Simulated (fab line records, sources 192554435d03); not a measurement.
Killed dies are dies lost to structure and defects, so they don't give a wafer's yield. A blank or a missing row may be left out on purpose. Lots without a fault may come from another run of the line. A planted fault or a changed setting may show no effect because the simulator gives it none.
Which tool did it? | flow n5_finfet | 24 lots, 72 wafers sampled, at 5 steps of a route of 1938

WHAT THE GAUGES READ, wafer by wafer
N5_SDB_CD_MEAS_11: target cd 50 nm.
lot  | measured    | on        | cd_nm (nm)
L074 | day 3 22:01 | cd_sem-02 | 47.5 48.3 48.9
L075 | day 4 04:51 | cd_sem-01 | 50.5 47.9 48.4
L076 | day 4 13:43 | cd_sem-02 | 48.8 49.1 49.7
L077 | day 4 18:32 | cd_sem-01 | 48.8 51.8 49.4
L078 | day 4 22:26 | cd_sem-02 | 52.0 47.1 48.4
L079 | day 5 01:17 | cd_sem-02 | 50.6 49.4 51.0
L080 | day 5 04:59 | cd_sem-02 | 49.1 49.6 50.0
L081 | day 5 10:10 | cd_sem-01 | 48.4 45.9 48.5
L082 | day 5 16:19 | cd_sem-02 | 48.2 48.7 49.7
L083 | day 6 01:00 | cd_sem-01 | 48.5 48.8 50.9
L084 | day 6 08:02 | cd_sem-01 | 48.9 49.7 50.1
L085 | day 6 18:43 | cd_sem-01 | 49.3 51.2 50.9
L086 | day 6 21:19 | cd_sem-01 | 50.9 49.4 52.9
L087 | day 7 01:25 | cd_sem-01 | 48.7 49.3 48.2
L088 | day 7 07:54 | cd_sem-02 | 49.3 49.2 48.7
L089 | day 7 12:42 | cd_sem-02 | 51.0 48.5 50.3
L090 | day 7 15:40 | cd_sem-01 | 49.2 49.2 52.2
L091 | day 7 22:01 | cd_sem-01 | 52.4 53.7 52.4
L092 | day 8 06:25 | cd_sem-01 | 47.8 50.4 47.9
L093 | day 8 12:33 | cd_sem-02 | 52.2 49.2 48.0
L094 | day 8 19:09 | cd_sem-02 | 51.0 49.4 53.3
L095 | day 9 01:47 | cd_sem-01 | 49.3 46.8 48.8
L096 | day 9 06:23 | cd_sem-02 | 51.5 49.1 50.1
L097 | day 9 12:33 | cd_sem-01 | 48.9 49.8 49.8

N5_DUMMY_REMOVAL_INSPECT_06: inspects for defects (brightfield).
lot  | measured    | on                | raw_defect_count
L074 | day 4 03:05 | defect_inspect-01 | 7 20 5
L075 | day 4 09:18 | defect_inspect-01 | 10 3 10
L076 | day 4 17:53 | defect_inspect-01 | 15 14 8
L077 | day 5 00:47 | defect_inspect-01 | 12 8 14
L078 | day 5 03:59 | defect_inspect-01 | 12 18 15
L079 | day 5 05:40 | defect_inspect-02 | 20 8 11
L080 | day 5 09:11 | defect_inspect-01 | 21 8 20
L081 | day 5 15:14 | defect_inspect-02 | 22 19 8
L082 | day 5 20:33 | defect_inspect-01 | 13 11 13
L083 | day 6 05:18 | defect_inspect-01 | 2 5 4
L084 | day 6 12:52 | defect_inspect-02 | 5 12 11
L085 | day 6 23:40 | defect_inspect-02 | 13 11 11
L086 | day 7 02:44 | defect_inspect-02 | 10 8 10
L087 | day 7 06:12 | defect_inspect-01 | 18 17 14
L088 | day 7 12:05 | defect_inspect-02 | 16 13 18
L089 | day 7 16:55 | defect_inspect-02 | 13 8 14
L090 | day 7 20:40 | defect_inspect-01 | 10 8 11
L091 | day 8 02:49 | defect_inspect-01 | 17 15 13
L092 | day 8 10:42 | defect_inspect-01 | 7 4 9
L093 | day 8 16:43 | defect_inspect-01 | 16 5 21
L094 | day 8 23:33 | defect_inspect-01 | 19 10 13
L095 | day 9 06:33 | defect_inspect-01 | 10 10 7
L096 | day 9 10:42 | defect_inspect-02 | 15 18 13
L097 | day 9 17:08 | defect_inspect-02 | 19 25 21

WHICH TOOL RAN EACH LOT (tool, then ch and the chambers of the sampled wafers, then the start)
lot  | N5_SD_ACTIVATION_LSA_01           | N5_SDB_ETCH_25                    | N5_DUMMY_REMOVAL_STRIP_10
L074 | laser_anneal-02 ch 0, day 3 14:44 | rie_diel-06 ch 0,1, day 3 22:38   | rie_diel-01 ch 1,2,3, day 4 02:55
L075 | laser_anneal-01 ch 0, day 3 21:35 | rie_diel-02 ch 0,1,2, day 4 05:45 | rie_diel-03 ch 1,2,3, day 4 09:08
L076 | laser_anneal-02 ch 0, day 4 05:26 | rie_diel-06 ch 1,2, day 4 14:20   | rie_diel-03 ch 0,3, day 4 17:43
L077 | laser_anneal-01 ch 0, day 4 11:01 | rie_diel-05 ch 1,2, day 4 19:14   | rie_diel-03 ch 1,2, day 5 00:38
L078 | laser_anneal-02 ch 0, day 4 14:24 | rie_diel-05 ch 1,2,3, day 4 23:03 | rie_diel-03 ch 1,2,3, day 5 03:48
L079 | laser_anneal-01 ch 0, day 4 17:43 | rie_diel-05 ch 0,1,3, day 5 02:00 | rie_diel-01 ch 0,1,3, day 5 05:31
L080 | laser_anneal-02 ch 0, day 4 21:21 | rie_diel-05 ch 0,1,3, day 5 05:35 | rie_diel-04 ch 1,3, day 5 09:02
L081 | laser_anneal-01 ch 0, day 5 02:52 | rie_diel-02 ch 0,1, day 5 11:37   | rie_diel-04 ch 0,3, day 5 15:04
L082 | laser_anneal-02 ch 0, day 5 08:59 | rie_diel-02 ch 0,1,3, day 5 16:56 | rie_diel-04 ch 0,1,3, day 5 20:23
L083 | laser_anneal-01 ch 0, day 5 17:37 | rie_diel-05 ch 0,3, day 6 01:39   | rie_diel-01 ch 1,2, day 6 05:08
L084 | laser_anneal-01 ch 0, day 6 00:12 | rie_diel-06 ch 0,1,3, day 6 09:16 | rie_diel-01 ch 1,2, day 6 12:42
L085 | laser_anneal-02 ch 0, day 6 10:17 | rie_diel-02 ch 2,3, day 6 19:46   | rie_diel-03 ch 0,2,3, day 6 23:31
L086 | laser_anneal-01 ch 0, day 6 14:07 | rie_diel-06 ch 0,1,3, day 6 22:26 | rie_diel-01 ch 0,1,2, day 7 02:35
L087 | laser_anneal-02 ch 0, day 6 17:58 | rie_diel-02 ch 0,1,3, day 7 02:30 | rie_diel-04 ch 1,2,3, day 7 06:02
L088 | laser_anneal-01 ch 0, day 7 00:18 | rie_diel-06 ch 0,1,3, day 7 08:32 | rie_diel-01 ch 1,3, day 7 11:55
L089 | laser_anneal-02 ch 0, day 7 05:21 | rie_diel-02 ch 0,3, day 7 13:19   | rie_diel-01 ch 1,2,3, day 7 16:45
L090 | laser_anneal-01 ch 0, day 7 08:25 | rie_diel-02 ch 0,1, day 7 16:46   | rie_diel-01 ch 1,2,3, day 7 20:31
L091 | laser_anneal-02 ch 0, day 7 14:43 | rie_diel-06 ch 0,1,3, day 7 23:00 | rie_diel-04 ch 0,2,3, day 8 02:38
L092 | laser_anneal-01 ch 0, day 7 22:44 | rie_diel-05 ch 1,2, day 8 07:02   | rie_diel-01 ch 1,3, day 8 10:32
L093 | laser_anneal-02 ch 0, day 8 05:14 | rie_diel-02 ch 0,1, day 8 13:10   | rie_diel-03 ch 0,2,3, day 8 16:33
L094 | laser_anneal-01 ch 0, day 8 11:43 | rie_diel-02 ch 0,1, day 8 19:51   | rie_diel-01 ch 0,2,3, day 8 23:23
L095 | laser_anneal-01 ch 0, day 8 17:21 | rie_diel-02 ch 0,1,2, day 9 02:34 | rie_diel-01 ch 0,1,3, day 9 06:23
L096 | laser_anneal-01 ch 0, day 8 22:43 | rie_diel-05 ch 0,2,3, day 9 07:05 | rie_diel-03 ch 1,2,3, day 9 10:32
L097 | laser_anneal-02 ch 0, day 9 03:43 | rie_diel-06 ch 0,1,3, day 9 13:35 | rie_diel-01 ch 0,2,3, day 9 16:58
- N5_SD_ACTIVATION_LSA_01: time 0.0008 s.
- N5_SDB_ETCH_25: etches SiO2 in C4F6/O2, target depth 10 nm, time 3.3 s.
- N5_DUMMY_REMOVAL_STRIP_10: strips in N2/H2, time 40 s.

WHAT THE TOOLS THEMSELVES READ (means of the sampled wafers that have a number; where no wafer has one, the mark that the record gives instead)
N5_SD_ACTIVATION_LSA_01.
lot  | tool            | wafer_temp_C_max
L074 | laser_anneal-02 | 1083.7
L075 | laser_anneal-01 | 1085.7
L076 | laser_anneal-02 | 1084.5
L077 | laser_anneal-01 | 1085.3
L078 | laser_anneal-02 | 1083.6
L079 | laser_anneal-01 | 1086.0
L080 | laser_anneal-02 | 1084.3
L081 | laser_anneal-01 | 1086.6
L082 | laser_anneal-02 | 1084.5
L083 | laser_anneal-01 | 1085.7
L084 | laser_anneal-01 | 1085.1
L085 | laser_anneal-02 | 1084.1
L086 | laser_anneal-01 | 1085.3
L087 | laser_anneal-02 | 1083.9
L088 | laser_anneal-01 | 1086.9
L089 | laser_anneal-02 | 1084.5
L090 | laser_anneal-01 | 1086.5
L091 | laser_anneal-02 | 1085.1
L092 | laser_anneal-01 | 1085.9
L093 | laser_anneal-02 | 1083.9
L094 | laser_anneal-01 | 1086.2
L095 | laser_anneal-01 | 1084.8
L096 | laser_anneal-01 | 1084.8
L097 | laser_anneal-02 | 1083.6

N5_SDB_ETCH_25.
lot  | tool        | drypump_motor_current_A (A) | oes_product_au (a.u.) | rf_vpp_V (V) | showerhead_plenum_p_Torr (Torr) | throttle_valve_pct (%)
L074 | rie_diel-06 | 5.7                         | 0.81                  | 651          | 2.95                            | 21.14
L075 | rie_diel-02 | 5.7                         | 0.75                  | 669          | 2.93                            | 21.42
L076 | rie_diel-06 | 6.1                         | 0.82                  | 668          | 2.89                            | 20.81
L077 | rie_diel-05 | 5.2                         | 0.77                  | 647          | 2.85                            | 21.04
L078 | rie_diel-05 | 5.5                         | 0.78                  | 653          | 2.87                            | 21.03
L079 | rie_diel-05 | 5.6                         | 0.74                  | 656          | 2.86                            | 21.09
L080 | rie_diel-05 | 5.6                         | 0.74                  | 655          | 2.86                            | 21.08
L081 | rie_diel-02 | 6.1                         | 0.74                  | 678          | 2.92                            | 21.52
L082 | rie_diel-02 | 5.8                         | 0.73                  | 661          | 2.91                            | 21.46
L083 | rie_diel-05 | 5.8                         | 0.74                  | 662          | 2.86                            | 21.09
L084 | rie_diel-06 | 5.5                         | 0.84                  | 661          | 2.88                            | 20.90
L085 | rie_diel-02 | 5.2                         | 0.70                  | 641          | 2.92                            | 21.38
L086 | rie_diel-06 | 5.5                         | 0.84                  | 661          | 2.88                            | 20.91
L087 | rie_diel-02 | 5.7                         | 0.72                  | 660          | 2.90                            | 21.49
L088 | rie_diel-06 | 5.5                         | 0.83                  | 661          | 2.88                            | 20.90
L089 | rie_diel-02 | 5.6                         | 0.68                  | 650          | 2.91                            | 21.47
L090 | rie_diel-02 | 5.9                         | 0.74                  | 671          | 2.89                            | 21.51
L091 | rie_diel-06 | 5.5                         | 0.82                  | 662          | 2.87                            | 20.91
L092 | rie_diel-05 | 5.6                         | 0.80                  | 638          | 2.82                            | 21.04
L093 | rie_diel-02 | 5.9                         | 0.74                  | 671          | 2.89                            | 21.51
L094 | rie_diel-02 | 5.9                         | 0.73                  | 671          | 2.88                            | 21.53
L095 | rie_diel-02 | 5.7                         | 0.71                  | 667          | 2.91                            | 21.47
L096 | rie_diel-05 | 5.9                         | 0.77                  | 647          | 2.82                            | 21.10
L097 | rie_diel-06 | 5.5                         | 0.81                  | 662          | 2.87                            | 20.94

N5_DUMMY_REMOVAL_STRIP_10.
lot  | tool        | drypump_motor_current_A (A) | oes_product_au (a.u.) | rf_vpp_V (V) | showerhead_plenum_p_Torr (Torr) | throttle_valve_pct (%)
L074 | rie_diel-01 | 5.4                         | 0.72                  | 45.4         | 3.32                            | 12.32
L075 | rie_diel-03 | 5.6                         | 0.83                  | 45.1         | 3.37                            | 12.20
L076 | rie_diel-03 | 5.4                         | 0.76                  | 44.2         | 3.20                            | 12.16
L077 | rie_diel-03 | 5.3                         | 0.81                  | 45.0         | 3.41                            | 12.23
L078 | rie_diel-03 | 5.6                         | 0.82                  | 45.9         | 3.37                            | 12.22
L079 | rie_diel-01 | 5.3                         | 0.71                  | 45.5         | 3.29                            | 12.39
L080 | rie_diel-04 | 6.2                         | 0.79                  | 45.6         | 3.40                            | 12.33
L081 | rie_diel-04 | 5.7                         | 0.91                  | 45.4         | 3.44                            | 12.18
L082 | rie_diel-04 | 5.8                         | 0.85                  | 45.2         | 3.41                            | 12.21
L083 | rie_diel-01 | 5.2                         | 0.83                  | 44.8         | 3.25                            | 12.20
L084 | rie_diel-01 | 5.3                         | 0.90                  | 45.5         | 3.28                            | 12.00
L085 | rie_diel-03 | 5.4                         | 0.87                  | 44.4         | 3.42                            | 11.96
L086 | rie_diel-01 | 5.3                         | 0.80                  | 43.6         | 3.23                            | 12.28
L087 | rie_diel-04 | 5.6                         | 0.76                  | 45.4         | 3.34                            | 12.33
L088 | rie_diel-01 | 5.3                         | 0.83                  | 44.5         | 3.29                            | 12.16
L089 | rie_diel-01 | 5.4                         | 0.89                  | 46.4         | 3.31                            | 11.96
L090 | rie_diel-01 | 5.4                         | 0.88                  | 46.8         | 3.31                            | 11.97
L091 | rie_diel-04 | 5.5                         | 0.80                  | 45.3         | 3.36                            | 12.33
L092 | rie_diel-01 | 5.3                         | 0.81                  | 45.2         | 3.29                            | 12.19
L093 | rie_diel-03 | 5.4                         | 0.86                  | 45.8         | 3.42                            | 11.99
L094 | rie_diel-01 | 5.4                         | 0.94                  | 45.3         | 3.43                            | 11.82
L095 | rie_diel-01 | 5.4                         | 0.88                  | 46.0         | 3.40                            | 12.03
L096 | rie_diel-03 | 5.6                         | 0.78                  | 44.8         | 3.35                            | 12.30
L097 | rie_diel-01 | 5.5                         | 0.93                  | 45.6         | 3.42                            | 11.83

THE ANSWER, worked out from the rows above alone
Rule: what is usual is taken from the lots themselves. Put in order of their means at a reading, lots are off if they are a third of the lots or fewer, leave a main group of 4 or more, and stand apart from it by a gap of 3 or more times the standard deviation of the main group's means; of several such gaps the widest counts. A main group whose means are all the same, to the digits that the tables above print for the reading, isn't used. A lot without any number at a reading at which 4 lots or more have one is off too. The other lots that the step has rows for count as sound. The gauges are gone through in route order, then the tools' own readings, and for those a lot's mean is taken as printed above. The first step at which some lot is off is used, and at that step the reading that is off furthest; a lot without a number counts as furthest.
No lot is off at any reading shown: from this, nothing can be told.

WHAT THE SIMULATOR HAD PUT IN
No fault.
